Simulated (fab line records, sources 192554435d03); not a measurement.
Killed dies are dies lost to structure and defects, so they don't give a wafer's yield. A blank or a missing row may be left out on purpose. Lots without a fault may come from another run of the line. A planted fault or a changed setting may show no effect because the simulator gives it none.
Chamber matching | flow n5_finfet | N5_BEOL_M1_ETCHBACK_99 on rie_diel-03: 4 sister chambers
The step etches SiO2 in CHF3, target depth 5 nm, time 10.4 s. 4 wafers are shown with their chamber, then 8 later ones without.

WAFERS WITH THEIR CHAMBER
wafer  | chamber | drypump_motor_current_A (A)
L079.1 | 0       | 5.4
L081.5 | 1       | 5.1
L081.6 | 3       | 5.2
L089.1 | 2       | 5.9

WAFERS WITHOUT THEIR CHAMBER
wafer  | drypump_motor_current_A (A)
L089.4 | 5.1
L089.6 | 5.4
L090.1 | 5.2
L090.2 | 5.9
L090.3 | 5.4
L095.1 | 5.4
L095.2 | 5.8
L095.5 | 5.4

WHICH CHAMBER EACH WENT THROUGH
wafer  | from the rows above | in truth
L089.4 | 1                   | 1
L089.6 | 0                   | 0
L090.1 | 3                   | 3
L090.2 | 2                   | 2
L090.3 | 0                   | 0
L095.1 | 0                   | 0
L095.2 | 2                   | 2
L095.5 | 0                   | 0
Placed correctly: 8 of 8. Can't be placed from these rows: 0. Placed wrongly: 0.
How it was worked out, from the rows above alone: a wafer's distance from a chamber is the root of the sum, over the readings, of the square of ((its reading less the chamber's mean) divided by the reading's scatter). The wafer belongs to the nearest chamber; if the next one is less than 2 further off, it can't be placed. A chamber's mean is the mean of its shown wafers. The scatter: with one shown wafer a chamber, the root of the mean of the squares of how far each hidden wafer lies from its nearest shown one.
